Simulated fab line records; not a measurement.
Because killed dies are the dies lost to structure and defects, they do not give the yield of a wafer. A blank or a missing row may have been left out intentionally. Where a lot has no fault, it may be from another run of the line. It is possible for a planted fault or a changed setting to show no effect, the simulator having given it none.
What tool caused it? | flow nand-harc | 72 wafers from 24 lots sampled at 2 of the route's 1159 steps

WHAT THE GAUGES READ, wafer by wafer
NHARC_A_CONTACT_CD_MEAS_08 targets a cd of 100 nm. Usual: 100.0 nm for cd-nm, sd 0.49.
lot  | measured     | on        | cd-nm (nm)        | flag
L075 | day 16 22:35 | cd-sem-02 | 100.3 99.9 99.9   |
L076 | day 16 23:07 | cd-sem-03 | 99.5 99.4 100.5   |
L074 | day 17 08:34 | cd-sem-01 | 100.2 99.3 100.1  |
L079 | day 18 02:01 | cd-sem-02 | 100.5 99.7 100.3  |
L080 | day 18 05:23 | cd-sem-02 | 99.9 99.9 100.0   |
L077 | day 18 13:57 | cd-sem-02 | 99.9 100.3 100.9  |
L078 | day 18 19:38 | cd-sem-03 | 100.2 100.7 100.9 |
L081 | day 18 22:05 | cd-sem-01 | 99.9 99.7 99.3    |
L083 | day 19 10:56 | cd-sem-03 | 99.5 99.4 99.5    |
L082 | day 19 11:15 | cd-sem-02 | 100.7 100.0 100.5 |
L084 | day 19 15:27 | cd-sem-02 | 99.9 99.6 99.2    |
L085 | day 19 23:14 | cd-sem-01 | 101.0 100.4 100.6 |
L088 | day 19 23:35 | cd-sem-03 | 100.7 99.7 99.7   |
L086 | day 20 11:22 | cd-sem-03 | 99.1 99.1 99.9    |
L090 | day 20 22:02 | cd-sem-02 | 100.0 99.6 99.7   |
L087 | day 21 00:20 | cd-sem-02 | 100.8 101.3 100.5 |
L089 | day 21 03:21 | cd-sem-03 | 100.3 101.0 100.4 |
L091 | day 21 07:03 | cd-sem-03 | 100.1 100.1 100.4 |
L093 | day 21 19:34 | cd-sem-01 | 100.8 100.7 100.4 |
L094 | day 21 22:43 | cd-sem-01 | 100.0 99.8 100.0  |
L092 | day 21 23:43 | cd-sem-03 | 99.6 99.6 99.1    |
L095 | day 22 04:31 | cd-sem-03 | 99.8 99.9 99.8    |
L096 | day 22 13:34 | cd-sem-03 | 99.3 99.7 99.4    |
L097 | day 23 03:49 | cd-sem-03 | 100.2 99.7 100.7  |

WHICH TOOL RAN EACH LOT (tool, then ch and the chambers of the sampled wafers, then the start)
lot  | NHARC_A_CONTACT_ETCH_131
L075 | har-cap-etch-02 ch 0,1, day 16 18:41
L076 | har-cap-etch-01 ch 0,1, day 16 19:16
L074 | har-cap-etch-02 ch 0,1, day 17 04:14
L079 | har-cap-etch-02 ch 0,1, day 17 20:17
L080 | har-cap-etch-01 ch 0,1, day 18 01:07
L077 | har-cap-etch-01 ch 0,1, day 18 05:59
L078 | har-cap-etch-01 ch 0,1, day 18 15:29
L081 | har-cap-etch-02 ch 0,1, day 18 17:11
L083 | har-cap-etch-02 ch 1, day 19 05:29
L082 | har-cap-etch-01 ch 0,1, day 19 06:14
L084 | har-cap-etch-02 ch 0, day 19 11:01
L085 | har-cap-etch-02 ch 0,1, day 19 19:08
L088 | har-cap-etch-01 ch 0,1, day 19 19:26
L086 | har-cap-etch-03 ch 0,1, day 20 06:52
L090 | har-cap-etch-03 ch 0,1, day 20 16:47
L087 | har-cap-etch-02 ch 0,1, day 20 17:39
L089 | har-cap-etch-01 ch 0,1, day 20 19:13
L091 | har-cap-etch-03 ch 0,1, day 20 23:32
L093 | har-cap-etch-01 ch 0,1, day 21 15:25
L094 | har-cap-etch-03 ch 0,1, day 21 17:22
L092 | har-cap-etch-01 ch 0,1, day 21 18:43
L095 | har-cap-etch-03 ch 0,1, day 22 00:40
L096 | har-cap-etch-01 ch 0,1, day 22 09:26
L097 | har-cap-etch-01 ch 0,1, day 22 23:31
- NHARC_A_CONTACT_ETCH_131: etches the open film in C4F8/O2/Ar, time 155 s, target depth 956 nm.

WHAT THE TOOLS THEMSELVES READ (means of the sampled wafers that have a number; where no wafer has one, the mark that the record gives instead)
NHARC_A_CONTACT_ETCH_131. Usual: 20.001 mTorr for chamber-pressure-mTorr, sd 0.019.
lot  | tool            | chamber-pressure-mTorr (mTorr) | flag
L075 | har-cap-etch-02 | 20.009                         |
L076 | har-cap-etch-01 | 19.998                         |
L074 | har-cap-etch-02 | 20.024                         |
L079 | har-cap-etch-02 | 20.003                         |
L080 | har-cap-etch-01 | 20.005                         |
L077 | har-cap-etch-01 | 19.993                         |
L078 | har-cap-etch-01 | 19.996                         |
L081 | har-cap-etch-02 | 20.003                         |
L083 | har-cap-etch-02 | 20.000                         |
L082 | har-cap-etch-01 | 19.989                         |
L084 | har-cap-etch-02 | 19.997                         |
L085 | har-cap-etch-02 | 19.997                         |
L088 | har-cap-etch-01 | 19.998                         |
L086 | har-cap-etch-03 | 19.988                         |
L090 | har-cap-etch-03 | 20.026                         |
L087 | har-cap-etch-02 | 19.999                         |
L089 | har-cap-etch-01 | 19.990                         |
L091 | har-cap-etch-03 | 19.997                         |
L093 | har-cap-etch-01 | 19.988                         |
L094 | har-cap-etch-03 | 19.992                         |
L092 | har-cap-etch-01 | 19.998                         |
L095 | har-cap-etch-03 | 20.002                         |
L096 | har-cap-etch-01 | 20.018                         |
L097 | har-cap-etch-01 | 19.984                         |

THE ANSWER, worked out from the rows above alone
Rule: a lot counts as off when the mean over its wafers that have a number is more than 3 standard deviations away from the usual mean. A lot without any number at a reading at which 4 lots or more have one is off too. Any other lot the step has rows for is counted as sound. The gauges are gone through in route order, then the tools' own readings, and for those a lot's mean is taken as printed above. At the first step where some lot is off, the reading lying furthest off is the one used; lots without a number count as furthest.
None of the lots is off at any reading shown; this tells nothing.

WHAT THE SIMULATOR HAD INSERTED
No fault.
